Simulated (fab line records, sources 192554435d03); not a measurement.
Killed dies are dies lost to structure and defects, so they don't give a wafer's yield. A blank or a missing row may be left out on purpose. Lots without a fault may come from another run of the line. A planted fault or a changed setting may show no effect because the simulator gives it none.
Which tool did it? | flow n5_finfet | 10 lots, 29 wafers sampled, at 5 steps of a route of 1938

WHAT THE GAUGES READ, wafer by wafer
N5_BEOL_M4_RC_MEAS_101.
lot  | measured     | on        | DIBL_N (mV/V)
L108 | day 7 23:18  | prober-02 | 40.3 37.1 43.8
L113 | day 9 09:13  | prober-01 | 36.5 34.8 40.1
L117 | day 10 06:52 | prober-02 | 35.7 41.2
L119 | day 10 19:25 | prober-01 | 37.4 39.7 37.1
L120 | day 11 08:12 | prober-02 | 32.2 39.6 37.6
L121 | day 11 10:53 | prober-02 | 36.1 33.9 37.1
L122 | day 12 16:50 | prober-01 | 34.0 40.2 38.4
L124 | day 12 21:28 | prober-01 | 39.3 41.2 36.0
L129 | day 13 20:28 | prober-01 | 37.8 38.4 40.4
L130 | day 14 07:43 | prober-02 | 37.7 40.0 35.8

WHICH TOOL RAN EACH LOT (tool, then ch and the chambers of the sampled wafers, then the start)
lot  | N5_GATE_CUT_ETCH_37                | N5_GATE_CUT_VAPOR_ETCH_49         | N5_GATE_CUT_STRIP_21                 | N5_GATE_CUT_CMP_43
L108 | rie_diel-02 ch 0,1, day 4 10:40    | rie_metal-02 ch 0,1, day 4 11:12  | plasma_asher-01 ch 0,1, day 4 11:17  | cmp-01 ch 0,1,3, day 4 13:28
L113 | rie_diel-06 ch 1,2,3, day 5 20:01  | rie_metal-02 ch 0,1, day 5 20:33  | plasma_asher-02 ch 0,1, day 5 20:38  | cmp-01 ch 0,1,2, day 5 22:37
L117 | rie_diel-06 ch 0,1, day 6 16:14    | rie_metal-02 ch 0,1, day 6 16:45  | plasma_asher-02 ch 0,1, day 6 16:51  | cmp-02 ch 1,2, day 6 19:06
L119 | rie_diel-04 ch 0,1, day 7 07:26    | rie_metal-02 ch 0,1, day 7 07:58  | plasma_asher-02 ch 1, day 7 08:03    | cmp-01 ch 0,2, day 7 10:13
L120 | rie_diel-04 ch 0,1,3, day 7 14:22  | rie_metal-02 ch 0,1, day 7 14:53  | plasma_asher-02 ch 0,1, day 7 14:58  | cmp-02 ch 0,3, day 7 17:04
L121 | rie_diel-02 ch 0,1, day 7 22:34    | rie_metal-01 ch 0,1, day 7 23:06  | plasma_asher-02 ch 0,1, day 7 23:11  | cmp-01 ch 1,2, day 8 01:13
L122 | rie_diel-04 ch 0,1,2, day 8 01:06  | rie_metal-01 ch 0,1, day 8 01:37  | plasma_asher-01 ch 0,1, day 8 01:42  | cmp-03 ch 0,1,3, day 8 03:40
L124 | rie_diel-04 ch 2,3, day 8 12:30    | rie_metal-02 ch 0,1, day 8 13:02  | plasma_asher-01 ch 0,1, day 8 13:07  | cmp-03 ch 0,1, day 8 15:04
L129 | rie_diel-04 ch 0,3, day 9 21:23    | rie_metal-02 ch 0, day 9 22:07    | plasma_asher-01 ch 0,1, day 9 22:16  | cmp-01 ch 0,1,3, day 10 00:38
L130 | rie_diel-02 ch 0,1,2, day 10 01:09 | rie_metal-01 ch 0,1, day 10 01:40 | plasma_asher-01 ch 0,1, day 10 01:45 | cmp-03 ch 1,2,3, day 10 03:59
- N5_GATE_CUT_ETCH_37: etches SOC in N2/H2, target depth 60 nm, overetch 12 nm, time 90 s.
- N5_GATE_CUT_VAPOR_ETCH_49: etches TiAlC in BCl3/Cl2.
- N5_GATE_CUT_STRIP_21: strips in N2/H2, time 30 s.
- N5_GATE_CUT_CMP_43: polishes SiO2.

THE ANSWER, worked out from the rows above alone
Rule: what is usual is taken from the lots themselves. Put in order of their means at a reading, lots are off if they are a third of the lots or fewer, leave a main group of 4 or more, and stand apart from it by a gap of 3 or more times the standard deviation of the main group's means; of several such gaps the widest counts. A main group whose means are all the same, to the digits that the tables above print for the reading, isn't used. A lot without any number at a reading at which 4 lots or more have one is off too. The other lots that the step has rows for count as sound.
No lot is off at any reading shown: from this, nothing can be told.

WHAT THE SIMULATOR HAD PUT IN
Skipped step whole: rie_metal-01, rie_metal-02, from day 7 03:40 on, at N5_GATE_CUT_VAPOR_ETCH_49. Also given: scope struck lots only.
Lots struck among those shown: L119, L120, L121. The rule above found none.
